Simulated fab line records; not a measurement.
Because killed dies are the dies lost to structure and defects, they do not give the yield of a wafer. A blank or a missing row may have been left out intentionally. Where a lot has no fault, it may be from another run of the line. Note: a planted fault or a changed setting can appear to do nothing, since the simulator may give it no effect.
Which tool is to blame? || flow n5_finfet || Sampling: 24 lots, 72 wafers, 6 of 1938 route steps

== WHAT THE GAUGES SHOWED, per wafer ==
N5_BEOL_M13_CD_MEAS_28 targets a cd of 209.5 nm. Usual: cd_nm 209.2 nm, standard deviation 1.1.
{"lot": "L074", "measured": "day 10 17:49", "on": "cd_sem-03", "cd_nm (nm)": "211.8 209.9 210.5", "flag": ""}
{"lot": "L076", "measured": "day 11 16:14", "on": "cd_sem-03", "cd_nm (nm)": "210.7 210.6 210.7", "flag": ""}
{"lot": "L075", "measured": "day 11 15:10", "on": "cd_sem-03", "cd_nm (nm)": "209.3 209.0 209.4", "flag": ""}
{"lot": "L079", "measured": "day 12 00:44", "on": "cd_sem-02", "cd_nm (nm)": "210.4 209.4 210.1", "flag": ""}
{"lot": "L077", "measured": "day 12 06:07", "on": "cd_sem-02", "cd_nm (nm)": "208.7 209.7 210.2", "flag": ""}
{"lot": "L078", "measured": "day 12 08:47", "on": "cd_sem-01", "cd_nm (nm)": "212.0 210.7 210.1", "flag": ""}
{"lot": "L080", "measured": "day 12 13:34", "on": "cd_sem-01", "cd_nm (nm)": "208.9 209.3 208.7", "flag": ""}
{"lot": "L081", "measured": "day 13 02:00", "on": "cd_sem-02", "cd_nm (nm)": "210.1 210.7 211.3", "flag": ""}
{"lot": "L082", "measured": "day 13 08:02", "on": "cd_sem-03", "cd_nm (nm)": "207.5 207.3 208.9", "flag": ""}
{"lot": "L083", "measured": "day 13 14:42", "on": "cd_sem-01", "cd_nm (nm)": "209.3 208.9 209.4", "flag": ""}
{"lot": "L084", "measured": "day 14 01:47", "on": "cd_sem-03", "cd_nm (nm)": "208.2 207.6 208.1", "flag": ""}
{"lot": "L086", "measured": "day 14 02:26", "on": "cd_sem-03", "cd_nm (nm)": "207.0 208.5 208.3", "flag": ""}
{"lot": "L085", "measured": "day 14 12:38", "on": "cd_sem-02", "cd_nm (nm)": "208.0 208.1 208.4", "flag": ""}
{"lot": "L088", "measured": "day 14 13:47", "on": "cd_sem-01", "cd_nm (nm)": "209.3 208.9 208.3", "flag": ""}
{"lot": "L087", "measured": "day 14 15:25", "on": "cd_sem-01", "cd_nm (nm)": "210.9 210.7 209.4", "flag": ""}
{"lot": "L090", "measured": "day 15 05:30", "on": "cd_sem-03", "cd_nm (nm)": "207.3 207.7 208.6", "flag": ""}
{"lot": "L089", "measured": "day 15 06:59", "on": "cd_sem-01", "cd_nm (nm)": "209.0 207.9 209.1", "flag": ""}
{"lot": "L091", "measured": "day 15 14:50", "on": "cd_sem-03", "cd_nm (nm)": "209.6 209.1 210.5", "flag": ""}
{"lot": "L092", "measured": "day 15 15:20", "on": "cd_sem-01", "cd_nm (nm)": "209.9 209.3 210.0", "flag": ""}
{"lot": "L093", "measured": "day 16 02:23", "on": "cd_sem-01", "cd_nm (nm)": "209.7 208.9 209.1", "flag": ""}
{"lot": "L094", "measured": "day 16 03:37", "on": "cd_sem-01", "cd_nm (nm)": "207.6 208.5 207.7", "flag": ""}
{"lot": "L096", "measured": "day 16 23:10", "on": "cd_sem-01", "cd_nm (nm)": "208.5 208.4 208.8", "flag": ""}
{"lot": "L095", "measured": "day 16 23:32", "on": "cd_sem-03", "cd_nm (nm)": "211.0 210.1 210.1", "flag": ""}
{"lot": "L097", "measured": "day 17 05:25", "on": "cd_sem-01", "cd_nm (nm)": "209.7 209.5 208.3", "flag": ""}

N5_BEOL_M13_OCD_MEAS_35. Usual: trench_depth_nm 416 nm, standard deviation 5.
{"lot": "L074", "measured": "day 10 18:29", "on": "ocd-02", "trench_depth_nm (nm)": "416 415 421", "flag": ""}
{"lot": "L076", "measured": "day 11 16:54", "on": "ocd-02", "trench_depth_nm (nm)": "413 420 420", "flag": ""}
{"lot": "L075", "measured": "day 11 16:08", "on": "ocd-02", "trench_depth_nm (nm)": "417 421 423", "flag": ""}
{"lot": "L079", "measured": "day 12 01:25", "on": "ocd-01", "trench_depth_nm (nm)": "420 421 417", "flag": ""}
{"lot": "L077", "measured": "day 12 06:46", "on": "ocd-02", "trench_depth_nm (nm)": "408 419 419", "flag": ""}
{"lot": "L078", "measured": "day 12 09:26", "on": "ocd-01", "trench_depth_nm (nm)": "412 418 416", "flag": ""}
{"lot": "L080", "measured": "day 12 14:14", "on": "ocd-01", "trench_depth_nm (nm)": "422 419 423", "flag": ""}
{"lot": "L081", "measured": "day 13 02:40", "on": "ocd-02", "trench_depth_nm (nm)": "415 413 421", "flag": ""}
{"lot": "L082", "measured": "day 13 08:42", "on": "ocd-02", "trench_depth_nm (nm)": "406 411 409", "flag": ""}
{"lot": "L083", "measured": "day 13 15:54", "on": "ocd-01", "trench_depth_nm (nm)": "416 421 417", "flag": ""}
{"lot": "L084", "measured": "day 14 02:28", "on": "ocd-02", "trench_depth_nm (nm)": "415 423 422", "flag": ""}
{"lot": "L086", "measured": "day 14 03:07", "on": "ocd-01", "trench_depth_nm (nm)": "418 410 421", "flag": ""}
{"lot": "L085", "measured": "day 14 13:21", "on": "ocd-01", "trench_depth_nm (nm)": "422 410 411", "flag": ""}
{"lot": "L088", "measured": "day 14 14:28", "on": "ocd-02", "trench_depth_nm (nm)": "417 409 422", "flag": ""}
{"lot": "L087", "measured": "day 14 16:07", "on": "ocd-02", "trench_depth_nm (nm)": "416 413 414", "flag": ""}
{"lot": "L090", "measured": "day 15 06:10", "on": "ocd-01", "trench_depth_nm (nm)": "421 422 421", "flag": ""}
{"lot": "L089", "measured": "day 15 07:40", "on": "ocd-01", "trench_depth_nm (nm)": "415 412 418", "flag": ""}
{"lot": "L091", "measured": "day 15 15:30", "on": "ocd-01", "trench_depth_nm (nm)": "406 415 409", "flag": ""}
{"lot": "L092", "measured": "day 15 16:02", "on": "ocd-01", "trench_depth_nm (nm)": "408 412 423", "flag": ""}
{"lot": "L093", "measured": "day 16 03:02", "on": "ocd-01", "trench_depth_nm (nm)": "417 415 417", "flag": ""}
{"lot": "L094", "measured": "day 16 04:17", "on": "ocd-02", "trench_depth_nm (nm)": "414 422 427", "flag": ""}
{"lot": "L096", "measured": "day 16 23:50", "on": "ocd-02", "trench_depth_nm (nm)": "403 415 408", "flag": ""}
{"lot": "L095", "measured": "day 17 00:29", "on": "ocd-01", "trench_depth_nm (nm)": "408 402 406", "flag": ""}
{"lot": "L097", "measured": "day 17 06:05", "on": "ocd-01", "trench_depth_nm (nm)": "415 409 402", "flag": ""}

N5_BEOL_M13_RS_MEAS_54: the measuring method here is four-point-probe. Usual: M13_RS typically reads 0.0447 ohm/sq, with standard deviation 0.00057.
{"lot": "L074", "measured": "day 10 22:22", "on": "film_metro-02", "M13_RS (ohm/sq)": "0.0447 0.0452 0.0444", "flag": ""}
{"lot": "L076", "measured": "day 12 03:41", "on": "film_metro-01", "M13_RS (ohm/sq)": "0.0449 0.0440 0.0440", "flag": ""}
{"lot": "L075", "measured": "day 12 03:14", "on": "film_metro-01", "M13_RS (ohm/sq)": "0.0444 0.0438 0.0439", "flag": ""}
{"lot": "L079", "measured": "day 12 05:37", "on": "film_metro-01", "M13_RS (ohm/sq)": "0.0442 0.0441 0.0445", "flag": ""}
{"lot": "L077", "measured": "day 12 09:23", "on": "film_metro-01", "M13_RS (ohm/sq)": "0.0456 0.0444 0.0443", "flag": ""}
{"lot": "L078", "measured": "day 12 15:25", "on": "film_metro-02", "M13_RS (ohm/sq)": "0.0452 0.0444 0.0447", "flag": ""}
{"lot": "L080", "measured": "day 12 17:10", "on": "film_metro-02", "M13_RS (ohm/sq)": "0.0440 0.0442 0.0439", "flag": ""}
{"lot": "L081", "measured": "day 13 06:52", "on": "film_metro-02", "M13_RS (ohm/sq)": "0.0449 0.0449 0.0443", "flag": ""}
{"lot": "L082", "measured": "day 13 13:21", "on": "film_metro-01", "M13_RS (ohm/sq)": "0.0458 0.0453 0.0454", "flag": ""}
{"lot": "L083", "measured": "day 13 19:27", "on": "film_metro-02", "M13_RS (ohm/sq)": "0.0450 0.0444 0.0446", "flag": ""}
{"lot": "L084", "measured": "day 14 04:41", "on": "film_metro-01", "M13_RS (ohm/sq)": "0.0447 0.0439 0.0439", "flag": ""}
{"lot": "L086", "measured": "day 14 05:43", "on": "film_metro-01", "M13_RS (ohm/sq)": "0.0444 0.0452 0.0440", "flag": ""}
{"lot": "L085", "measured": "day 14 15:08", "on": "film_metro-01", "M13_RS (ohm/sq)": "0.0441 0.0453 0.0450", "flag": ""}
{"lot": "L088", "measured": "day 14 17:37", "on": "film_metro-02", "M13_RS (ohm/sq)": "0.0445 0.0456 0.0439", "flag": ""}
{"lot": "L087", "measured": "day 14 20:32", "on": "film_metro-01", "M13_RS (ohm/sq)": "0.0446 0.0449 0.0448", "flag": ""}
{"lot": "L090", "measured": "day 15 10:14", "on": "film_metro-02", "M13_RS (ohm/sq)": "0.0441 0.0440 0.0440", "flag": ""}
{"lot": "L089", "measured": "day 15 13:28", "on": "film_metro-01", "M13_RS (ohm/sq)": "0.0446 0.0452 0.0444", "flag": ""}
{"lot": "L091", "measured": "day 15 20:26", "on": "film_metro-02", "M13_RS (ohm/sq)": "0.0458 0.0449 0.0455", "flag": ""}
{"lot": "L092", "measured": "day 15 20:02", "on": "film_metro-01", "M13_RS (ohm/sq)": "0.0456 0.0452 0.0438", "flag": ""}
{"lot": "L093", "measured": "day 16 05:43", "on": "film_metro-02", "M13_RS (ohm/sq)": "0.0447 0.0449 0.0447", "flag": ""}
{"lot": "L094", "measured": "day 16 09:31", "on": "film_metro-02", "M13_RS (ohm/sq)": "0.0449 0.0439 0.0436", "flag": ""}
{"lot": "L096", "measured": "day 17 03:44", "on": "film_metro-01", "M13_RS (ohm/sq)": "0.0460 0.0447 0.0454", "flag": ""}
{"lot": "L095", "measured": "day 17 04:02", "on": "film_metro-01", "M13_RS (ohm/sq)": "0.0454 0.0462 0.0457", "flag": ""}
{"lot": "L097", "measured": "day 17 10:04", "on": "film_metro-01", "M13_RS (ohm/sq)": "0.0445 0.0451 0.0462", "flag": ""}

N5_BEOL_M14_INSPECT_12: inspects for defects (macro). Usual: raw_defect_count 2.1, standard deviation 1.5.
{"lot": "L074", "measured": "day 10 23:07", "on": "defect_inspect-02", "raw_defect_count": "1 0 4", "flag": ""}
{"lot": "L076", "measured": "day 12 04:26", "on": "defect_inspect-02", "raw_defect_count": "4 4 3", "flag": ""}
{"lot": "L075", "measured": "day 12 03:58", "on": "defect_inspect-02", "raw_defect_count": "1 4 3", "flag": ""}
{"lot": "L079", "measured": "day 12 06:21", "on": "defect_inspect-01", "raw_defect_count": "4 0 2", "flag": ""}
{"lot": "L077", "measured": "day 12 10:07", "on": "defect_inspect-01", "raw_defect_count": "2 0 1", "flag": ""}
{"lot": "L078", "measured": "day 12 16:01", "on": "defect_inspect-01", "raw_defect_count": "2 0 2", "flag": ""}
{"lot": "L080", "measured": "day 12 17:52", "on": "defect_inspect-02", "raw_defect_count": "1 3 1", "flag": ""}
{"lot": "L081", "measured": "day 13 07:36", "on": "defect_inspect-01", "raw_defect_count": "2 4 4", "flag": ""}
{"lot": "L082", "measured": "day 13 13:58", "on": "defect_inspect-02", "raw_defect_count": "4 1 3", "flag": ""}
{"lot": "L083", "measured": "day 13 20:04", "on": "defect_inspect-01", "raw_defect_count": "0 5 3", "flag": ""}
{"lot": "L084", "measured": "day 14 05:26", "on": "defect_inspect-02", "raw_defect_count": "0 1 0", "flag": ""}
{"lot": "L086", "measured": "day 14 06:27", "on": "defect_inspect-02", "raw_defect_count": "3 0 1", "flag": ""}
{"lot": "L085", "measured": "day 14 15:53", "on": "defect_inspect-02", "raw_defect_count": "5 3 2", "flag": ""}
{"lot": "L088", "measured": "day 14 18:13", "on": "defect_inspect-02", "raw_defect_count": "0 1 3", "flag": ""}
{"lot": "L087", "measured": "day 14 21:09", "on": "defect_inspect-01", "raw_defect_count": "3 0 2", "flag": ""}
{"lot": "L090", "measured": "day 15 10:52", "on": "defect_inspect-02", "raw_defect_count": "0 0 2", "flag": ""}
{"lot": "L089", "measured": "day 15 14:13", "on": "defect_inspect-01", "raw_defect_count": "2 2 4", "flag": ""}
{"lot": "L091", "measured": "day 15 21:04", "on": "defect_inspect-02", "raw_defect_count": "0 0 2", "flag": ""}
{"lot": "L092", "measured": "day 15 20:47", "on": "defect_inspect-02", "raw_defect_count": "2 1 1", "flag": ""}
{"lot": "L093", "measured": "day 16 06:27", "on": "defect_inspect-01", "raw_defect_count": "5 2 6", "flag": ""}
{"lot": "L094", "measured": "day 16 10:16", "on": "defect_inspect-02", "raw_defect_count": "3 1 1", "flag": ""}
{"lot": "L096", "measured": "day 17 04:29", "on": "defect_inspect-01", "raw_defect_count": "2 5 2", "flag": ""}
{"lot": "L095", "measured": "day 17 04:38", "on": "defect_inspect-01", "raw_defect_count": "1 1 3", "flag": ""}
{"lot": "L097", "measured": "day 17 10:46", "on": "defect_inspect-02", "raw_defect_count": "6 1 3", "flag": ""}

== WHICH TOOL RAN EACH LOT (tool, then ch and the chambers of the sampled wafers, then the start) ==
{"lot": "L074", "N5_BEOL_M12_TRENCH_ETCH_34": "rie_diel-05 ch 1,2,3, day 10 14:01", "N5_BEOL_M12_PRE_CLEAN_42": "pvd_sputter-01, day 10 14:43"}
{"lot": "L076", "N5_BEOL_M12_TRENCH_ETCH_34": "rie_diel-06 ch 1,2, day 11 08:08", "N5_BEOL_M12_PRE_CLEAN_42": "pvd_sputter-01, day 11 13:15"}
{"lot": "L075", "N5_BEOL_M12_TRENCH_ETCH_34": "rie_diel-05 ch 0,2, day 11 09:19", "N5_BEOL_M12_PRE_CLEAN_42": "pvd_sputter-01, day 11 12:26"}
{"lot": "L079", "N5_BEOL_M12_TRENCH_ETCH_34": "rie_diel-06 ch 1,2, day 11 19:57", "N5_BEOL_M12_PRE_CLEAN_42": "pvd_sputter-03, day 11 22:07"}
{"lot": "L077", "N5_BEOL_M12_TRENCH_ETCH_34": "rie_diel-05 ch 0,2, day 12 00:56", "N5_BEOL_M12_PRE_CLEAN_42": "pvd_sputter-02, day 12 01:39"}
{"lot": "L078", "N5_BEOL_M12_TRENCH_ETCH_34": "rie_diel-02 ch 0,2,3, day 12 03:20", "N5_BEOL_M12_PRE_CLEAN_42": "pvd_sputter-02, day 12 05:49"}
{"lot": "L080", "N5_BEOL_M12_TRENCH_ETCH_34": "rie_diel-06 ch 0,2, day 12 08:48", "N5_BEOL_M12_PRE_CLEAN_42": "pvd_sputter-03, day 12 10:37"}
{"lot": "L081", "N5_BEOL_M12_TRENCH_ETCH_34": "rie_diel-02 ch 0,1,3, day 12 19:02", "N5_BEOL_M12_PRE_CLEAN_42": "pvd_sputter-03, day 12 23:11"}
{"lot": "L082", "N5_BEOL_M12_TRENCH_ETCH_34": "rie_diel-06 ch 1,2,3, day 13 02:35", "N5_BEOL_M12_PRE_CLEAN_42": "pvd_sputter-01, day 13 05:09"}
{"lot": "L083", "N5_BEOL_M12_TRENCH_ETCH_34": "rie_diel-05 ch 0,1,2, day 13 08:43", "N5_BEOL_M12_PRE_CLEAN_42": "pvd_sputter-01, day 13 12:03"}
{"lot": "L084", "N5_BEOL_M12_TRENCH_ETCH_34": "rie_diel-05 ch 1,3, day 13 20:00", "N5_BEOL_M12_PRE_CLEAN_42": "pvd_sputter-01, day 13 22:23"}
{"lot": "L086", "N5_BEOL_M12_TRENCH_ETCH_34": "rie_diel-02 ch 0,1,3, day 13 22:11", "N5_BEOL_M12_PRE_CLEAN_42": "pvd_sputter-02, day 13 23:47"}
{"lot": "L085", "N5_BEOL_M12_TRENCH_ETCH_34": "rie_diel-02 ch 0,1,3, day 14 05:42", "N5_BEOL_M12_PRE_CLEAN_42": "pvd_sputter-03, day 14 08:29"}
{"lot": "L088", "N5_BEOL_M12_TRENCH_ETCH_34": "rie_diel-06 ch 0,1, day 14 06:10", "N5_BEOL_M12_PRE_CLEAN_42": "pvd_sputter-01, day 14 11:05"}
{"lot": "L087", "N5_BEOL_M12_TRENCH_ETCH_34": "rie_diel-06 ch 0,1,2, day 14 07:10", "N5_BEOL_M12_PRE_CLEAN_42": "pvd_sputter-02, day 14 12:47"}
{"lot": "L090", "N5_BEOL_M12_TRENCH_ETCH_34": "rie_diel-02 ch 0,1,3, day 14 23:34", "N5_BEOL_M12_PRE_CLEAN_42": "pvd_sputter-01, day 15 02:23"}
{"lot": "L089", "N5_BEOL_M12_TRENCH_ETCH_34": "rie_diel-05 ch 0,2, day 15 00:29", "N5_BEOL_M12_PRE_CLEAN_42": "pvd_sputter-03, day 15 04:00"}
{"lot": "L091", "N5_BEOL_M12_TRENCH_ETCH_34": "rie_diel-02 ch 1,3, day 15 09:19", "N5_BEOL_M12_PRE_CLEAN_42": "pvd_sputter-03, day 15 11:49"}
{"lot": "L092", "N5_BEOL_M12_TRENCH_ETCH_34": "rie_diel-02 ch 1,3, day 15 10:40", "N5_BEOL_M12_PRE_CLEAN_42": "pvd_sputter-01, day 15 11:52"}
{"lot": "L093", "N5_BEOL_M12_TRENCH_ETCH_34": "rie_diel-02 ch 0,1, day 15 16:07", "N5_BEOL_M12_PRE_CLEAN_42": "pvd_sputter-01, day 15 22:32"}
{"lot": "L094", "N5_BEOL_M12_TRENCH_ETCH_34": "rie_diel-02 ch 0,3, day 15 19:17", "N5_BEOL_M12_PRE_CLEAN_42": "pvd_sputter-01, day 16 00:05"}
{"lot": "L096", "N5_BEOL_M12_TRENCH_ETCH_34": "rie_diel-02 ch 0,1, day 16 12:14", "N5_BEOL_M12_PRE_CLEAN_42": "pvd_sputter-03, day 16 20:23"}
{"lot": "L095", "N5_BEOL_M12_TRENCH_ETCH_34": "rie_diel-06 ch 0,2,3, day 16 12:32", "N5_BEOL_M12_PRE_CLEAN_42": "pvd_sputter-02, day 16 20:47"}
{"lot": "L097", "N5_BEOL_M12_TRENCH_ETCH_34": "rie_diel-02 ch 1,3, day 16 21:57", "N5_BEOL_M12_PRE_CLEAN_42": "pvd_sputter-01, day 17 01:47"}
- N5_BEOL_M12_TRENCH_ETCH_34: etches SiOC in C4F8/O2/Ar, target depth 318.95 nm, time 125.5 s.
- N5_BEOL_M12_PRE_CLEAN_42: time 30 s.

== WHAT THE TOOLS THEMSELVES READ (means of the sampled wafers that have a number; where no wafer has one, the mark that the record gives instead) ==
N5_BEOL_M12_TRENCH_ETCH_34. Usual: drypump_motor_current_A 5.8 A, standard deviation 0.49; he_inner_torr 14.999 Torr, standard deviation 0.029; oes_product_au 0.80 a.u., standard deviation 0.089; rf_vpp_V 666 V, standard deviation 3.5; showerhead_plenum_p_Torr 3.45 Torr, standard deviation 0.12; throttle_valve_pct 24.13 %, standard deviation 0.25.
{"lot": "L074", "tool": "rie_diel-05", "drypump_motor_current_A (A)": 5.2, "he_inner_torr (Torr)": 14.987, "oes_product_au (a.u.)": 0.79, "rf_vpp_V (V)": 668, "showerhead_plenum_p_Torr (Torr)": 3.52, "throttle_valve_pct (%)": 24.24, "flag": ""}
{"lot": "L076", "tool": "rie_diel-06", "drypump_motor_current_A (A)": 5.6, "he_inner_torr (Torr)": 15.000, "oes_product_au (a.u.)": 0.84, "rf_vpp_V (V)": 668, "showerhead_plenum_p_Torr (Torr)": 3.50, "throttle_valve_pct (%)": 24.48, "flag": ""}
{"lot": "L075", "tool": "rie_diel-05", "drypump_motor_current_A (A)": 5.8, "he_inner_torr (Torr)": 15.042, "oes_product_au (a.u.)": 0.86, "rf_vpp_V (V)": 666, "showerhead_plenum_p_Torr (Torr)": 3.42, "throttle_valve_pct (%)": 23.91, "flag": ""}
{"lot": "L079", "tool": "rie_diel-06", "drypump_motor_current_A (A)": 5.4, "he_inner_torr (Torr)": 14.975, "oes_product_au (a.u.)": 0.77, "rf_vpp_V (V)": 664, "showerhead_plenum_p_Torr (Torr)": 3.37, "throttle_valve_pct (%)": 24.53, "flag": ""}
{"lot": "L077", "tool": "rie_diel-05", "drypump_motor_current_A (A)": 5.8, "he_inner_torr (Torr)": 15.025, "oes_product_au (a.u.)": 0.86, "rf_vpp_V (V)": 666, "showerhead_plenum_p_Torr (Torr)": 3.42, "throttle_valve_pct (%)": 23.90, "flag": ""}
{"lot": "L078", "tool": "rie_diel-02", "drypump_motor_current_A (A)": 6.0, "he_inner_torr (Torr)": 14.987, "oes_product_au (a.u.)": 0.79, "rf_vpp_V (V)": 666, "showerhead_plenum_p_Torr (Torr)": 3.41, "throttle_valve_pct (%)": 23.98, "flag": ""}
{"lot": "L080", "tool": "rie_diel-06", "drypump_motor_current_A (A)": 5.4, "he_inner_torr (Torr)": 14.980, "oes_product_au (a.u.)": 0.78, "rf_vpp_V (V)": 661, "showerhead_plenum_p_Torr (Torr)": 3.28, "throttle_valve_pct (%)": 24.45, "flag": ""}
{"lot": "L081", "tool": "rie_diel-02", "drypump_motor_current_A (A)": 6.2, "he_inner_torr (Torr)": 15.025, "oes_product_au (a.u.)": 0.81, "rf_vpp_V (V)": 666, "showerhead_plenum_p_Torr (Torr)": 3.43, "throttle_valve_pct (%)": 23.91, "flag": ""}
{"lot": "L082", "tool": "rie_diel-06", "drypump_motor_current_A (A)": 5.6, "he_inner_torr (Torr)": 14.990, "oes_product_au (a.u.)": 0.79, "rf_vpp_V (V)": 668, "showerhead_plenum_p_Torr (Torr)": 3.48, "throttle_valve_pct (%)": 24.39, "flag": ""}
{"lot": "L083", "tool": "rie_diel-05", "drypump_motor_current_A (A)": 5.6, "he_inner_torr (Torr)": 14.979, "oes_product_au (a.u.)": 0.83, "rf_vpp_V (V)": 667, "showerhead_plenum_p_Torr (Torr)": 3.45, "throttle_valve_pct (%)": 24.14, "flag": ""}
{"lot": "L084", "tool": "rie_diel-05", "drypump_motor_current_A (A)": 5.1, "he_inner_torr (Torr)": 15.001, "oes_product_au (a.u.)": 0.74, "rf_vpp_V (V)": 667, "showerhead_plenum_p_Torr (Torr)": 3.45, "throttle_valve_pct (%)": 24.41, "flag": ""}
{"lot": "L086", "tool": "rie_diel-02", "drypump_motor_current_A (A)": 6.3, "he_inner_torr (Torr)": 15.004, "oes_product_au (a.u.)": 0.80, "rf_vpp_V (V)": 666, "showerhead_plenum_p_Torr (Torr)": 3.42, "throttle_valve_pct (%)": 23.93, "flag": ""}
{"lot": "L085", "tool": "rie_diel-02", "drypump_motor_current_A (A)": 6.3, "he_inner_torr (Torr)": 15.008, "oes_product_au (a.u.)": 0.79, "rf_vpp_V (V)": 665, "showerhead_plenum_p_Torr (Torr)": 3.42, "throttle_valve_pct (%)": 23.93, "flag": ""}
{"lot": "L088", "tool": "rie_diel-06", "drypump_motor_current_A (A)": 5.8, "he_inner_torr (Torr)": 14.987, "oes_product_au (a.u.)": 0.88, "rf_vpp_V (V)": 666, "showerhead_plenum_p_Torr (Torr)": 3.43, "throttle_valve_pct (%)": 24.33, "flag": ""}
{"lot": "L087", "tool": "rie_diel-06", "drypump_motor_current_A (A)": 5.6, "he_inner_torr (Torr)": 14.996, "oes_product_au (a.u.)": 0.81, "rf_vpp_V (V)": 664, "showerhead_plenum_p_Torr (Torr)": 3.39, "throttle_valve_pct (%)": 24.45, "flag": ""}
{"lot": "L090", "tool": "rie_diel-02", "drypump_motor_current_A (A)": 6.3, "he_inner_torr (Torr)": 15.006, "oes_product_au (a.u.)": 0.78, "rf_vpp_V (V)": 666, "showerhead_plenum_p_Torr (Torr)": 3.42, "throttle_valve_pct (%)": 23.94, "flag": ""}
{"lot": "L089", "tool": "rie_diel-05", "drypump_motor_current_A (A)": 5.7, "he_inner_torr (Torr)": 15.026, "oes_product_au (a.u.)": 0.81, "rf_vpp_V (V)": 668, "showerhead_plenum_p_Torr (Torr)": 3.50, "throttle_valve_pct (%)": 24.01, "flag": ""}
{"lot": "L091", "tool": "rie_diel-02", "drypump_motor_current_A (A)": 6.3, "he_inner_torr (Torr)": 14.991, "oes_product_au (a.u.)": 0.80, "rf_vpp_V (V)": 667, "showerhead_plenum_p_Torr (Torr)": 3.47, "throttle_valve_pct (%)": 23.91, "flag": ""}
{"lot": "L092", "tool": "rie_diel-02", "drypump_motor_current_A (A)": 6.3, "he_inner_torr (Torr)": 14.979, "oes_product_au (a.u.)": 0.80, "rf_vpp_V (V)": 667, "showerhead_plenum_p_Torr (Torr)": 3.47, "throttle_valve_pct (%)": 23.91, "flag": ""}
{"lot": "L093", "tool": "rie_diel-02", "drypump_motor_current_A (A)": 6.5, "he_inner_torr (Torr)": 14.990, "oes_product_au (a.u.)": 0.71, "rf_vpp_V (V)": 665, "showerhead_plenum_p_Torr (Torr)": 3.43, "throttle_valve_pct (%)": 23.99, "flag": ""}
{"lot": "L094", "tool": "rie_diel-02", "drypump_motor_current_A (A)": 6.2, "he_inner_torr (Torr)": 14.989, "oes_product_au (a.u.)": 0.75, "rf_vpp_V (V)": 663, "showerhead_plenum_p_Torr (Torr)": 3.36, "throttle_valve_pct (%)": 23.98, "flag": ""}
{"lot": "L096", "tool": "rie_diel-02", "drypump_motor_current_A (A)": 6.5, "he_inner_torr (Torr)": 15.002, "oes_product_au (a.u.)": 0.72, "rf_vpp_V (V)": 668, "showerhead_plenum_p_Torr (Torr)": 3.48, "throttle_valve_pct (%)": 23.96, "flag": ""}
{"lot": "L095", "tool": "rie_diel-06", "drypump_motor_current_A (A)": 5.6, "he_inner_torr (Torr)": 15.011, "oes_product_au (a.u.)": 0.88, "rf_vpp_V (V)": 668, "showerhead_plenum_p_Torr (Torr)": 3.51, "throttle_valve_pct (%)": 24.23, "flag": ""}
{"lot": "L097", "tool": "rie_diel-02", "drypump_motor_current_A (A)": 6.1, "he_inner_torr (Torr)": 15.020, "oes_product_au (a.u.)": 0.81, "rf_vpp_V (V)": 666, "showerhead_plenum_p_Torr (Torr)": 3.40, "throttle_valve_pct (%)": 23.93, "flag": ""}

N5_BEOL_M12_PRE_CLEAN_42. Usual: heater_power_w 317 W, standard deviation 28.
{"lot": "L074", "tool": "pvd_sputter-01", "heater_power_w (W)": 322, "flag": ""}
{"lot": "L076", "tool": "pvd_sputter-01", "heater_power_w (W)": 318, "flag": ""}
{"lot": "L075", "tool": "pvd_sputter-01", "heater_power_w (W)": 296, "flag": ""}
{"lot": "L079", "tool": "pvd_sputter-03", "heater_power_w (W)": 311, "flag": ""}
{"lot": "L077", "tool": "pvd_sputter-02", "heater_power_w (W)": 327, "flag": ""}
{"lot": "L078", "tool": "pvd_sputter-02", "heater_power_w (W)": 309, "flag": ""}
{"lot": "L080", "tool": "pvd_sputter-03", "heater_power_w (W)": 287, "flag": ""}
{"lot": "L081", "tool": "pvd_sputter-03", "heater_power_w (W)": 320, "flag": ""}
{"lot": "L082", "tool": "pvd_sputter-01", "heater_power_w (W)": 316, "flag": ""}
{"lot": "L083", "tool": "pvd_sputter-01", "heater_power_w (W)": 313, "flag": ""}
{"lot": "L084", "tool": "pvd_sputter-01", "heater_power_w (W)": 298, "flag": ""}
{"lot": "L086", "tool": "pvd_sputter-02", "heater_power_w (W)": 347, "flag": ""}
{"lot": "L085", "tool": "pvd_sputter-03", "heater_power_w (W)": 319, "flag": ""}
{"lot": "L088", "tool": "pvd_sputter-01", "heater_power_w (W)": 322, "flag": ""}
{"lot": "L087", "tool": "pvd_sputter-02", "heater_power_w (W)": 345, "flag": ""}
{"lot": "L090", "tool": "pvd_sputter-01", "heater_power_w (W)": 313, "flag": ""}
{"lot": "L089", "tool": "pvd_sputter-03", "heater_power_w (W)": 306, "flag": ""}
{"lot": "L091", "tool": "pvd_sputter-03", "heater_power_w (W)": 306, "flag": ""}
{"lot": "L092", "tool": "pvd_sputter-01", "heater_power_w (W)": 306, "flag": ""}
{"lot": "L093", "tool": "pvd_sputter-01", "heater_power_w (W)": 304, "flag": ""}
{"lot": "L094", "tool": "pvd_sputter-01", "heater_power_w (W)": 314, "flag": ""}
{"lot": "L096", "tool": "pvd_sputter-03", "heater_power_w (W)": 303, "flag": ""}
{"lot": "L095", "tool": "pvd_sputter-02", "heater_power_w (W)": 334, "flag": ""}
{"lot": "L097", "tool": "pvd_sputter-01", "heater_power_w (W)": 305, "flag": ""}

== THE ANSWER, worked out from the rows above alone ==
Rule: a lot is off if the mean of its wafers that have a number lies more than 3 standard deviations from the usual mean. Also off: a lot with no number at a reading for which 4 or more lots have one. Any other lot the step has rows for is counted as sound. Order of review: gauges by route order, followed by the tools' own readings, for which a lot's mean as printed above is used. At the first step where some lot is off, the reading lying furthest off is the one used; lots without a number count as furthest.
None of the lots is off at any reading shown; this tells nothing.

== WHAT THE SIMULATOR PUT IN ==
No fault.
